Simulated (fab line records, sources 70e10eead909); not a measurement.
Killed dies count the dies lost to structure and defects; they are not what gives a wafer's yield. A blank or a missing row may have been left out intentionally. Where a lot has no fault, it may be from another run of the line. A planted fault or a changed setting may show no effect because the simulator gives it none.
The tool behind it: which one? ; flow nand harc ; Sampling: 12 lots, 36 wafers, 3 of 1302 route steps

== WHAT EACH GAUGE READ, for each wafer ==
NHARC_A_BLC_INSPECT_28.
lot;measured;on;raw defect count
L076;day 23 02:44;defect inspect-01;778 1014 713
L077;day 23 05:01;defect inspect-01;484 577 508
L078;day 24 04:55;defect inspect-01;507 534 473
L082;day 25 17:58;defect inspect-02;502 391 606
L083;day 26 06:17;defect inspect-01;473 570 471
L084;day 27 01:41;defect inspect-01;948 539 633
L089;day 28 03:52;defect inspect-02;361 511 502
L087;day 28 11:25;defect inspect-02;458 521 348
L090;day 28 20:39;defect inspect-01;627 483 627
L092;day 30 10:58;defect inspect-02;526 875 624
L094;day 31 04:32;defect inspect-02;560 489 642
L097;day 32 08:20;defect inspect-01;500 704 413

== TOOL THAT RAN EACH LOT (tool first, then ch and the chambers of the sampled wafers, then the start) ==
lot;NHARC_A_CONTACT_CVD_19;NHARC_A_BLC_CMP_25
L076;cvd w-01 ch 0,1, day 23 02:19 or earlier;cmp-03 ch 0,3, day 23 02:19
L077;cvd w-01 ch 0,1, day 23 04:37 or earlier;cmp-02 ch 0,2,3, day 23 04:37
L078;cvd w-02 ch 0,1, day 24 04:29 or earlier;cmp-04 ch 0,1,3, day 24 04:29
L082;cvd w-01 ch 0,1, day 25 17:35 or earlier;cmp-04 ch 0,1,2, day 25 17:35
L083;cvd w-02 ch 0,1, day 26 05:53 or earlier;cmp-02 ch 0,2,3, day 26 05:53
L084;cvd w-01 ch 0,1, day 27 01:18 or earlier;cmp-03 ch 1,3, day 27 01:18
L089;cvd w-01 ch 0,1, day 28 03:28 or earlier;cmp-04 ch 0,2, day 28 03:28
L087;cvd w-01 ch 0,1, day 28 11:01 or earlier;cmp-04 ch 2,3, day 28 11:01
L090;cvd w-01 ch 1, day 28 20:15 or earlier;cmp-02 ch 2,3, day 28 20:15
L092;cvd w-01 ch 0,1, day 30 10:37 or earlier;cmp-02 ch 1,2,3, day 30 10:37
L094;cvd w-02 ch 0,1, day 31 04:08 or earlier;cmp-03 ch 2,3, day 31 04:08
L097;cvd w-02 ch 0,1, day 32 08:00 or earlier;cmp-02 ch 0,1,3, day 32 08:00
- NHARC_A_CONTACT_CVD_19: deposits W, target thk 300 nm, time 802 s.
- NHARC_A_BLC_CMP_25: polishes, t overpolish 30 s, target thk 150 nm.

== THE ANSWER, worked out from the rows above alone ==
Rule: the usual values come from the lots themselves. Put in order of their means at a reading, lots are off if they are a third of the lots or fewer, leave a main group of 4 or more, and stand apart from it by a gap of 3 or more times the standard deviation of the main group's means; of several such gaps the widest counts. A main group whose means are all the same, to the digits that the tables above print for the reading, isn't used. Also off: a lot with no number at a reading for which 4 or more lots have one. Any other lot the step has rows for is counted as sound.
Across all readings shown, no lot is off: no conclusion can be drawn from this.

== WHAT WAS PUT IN BY THE SIMULATOR ==
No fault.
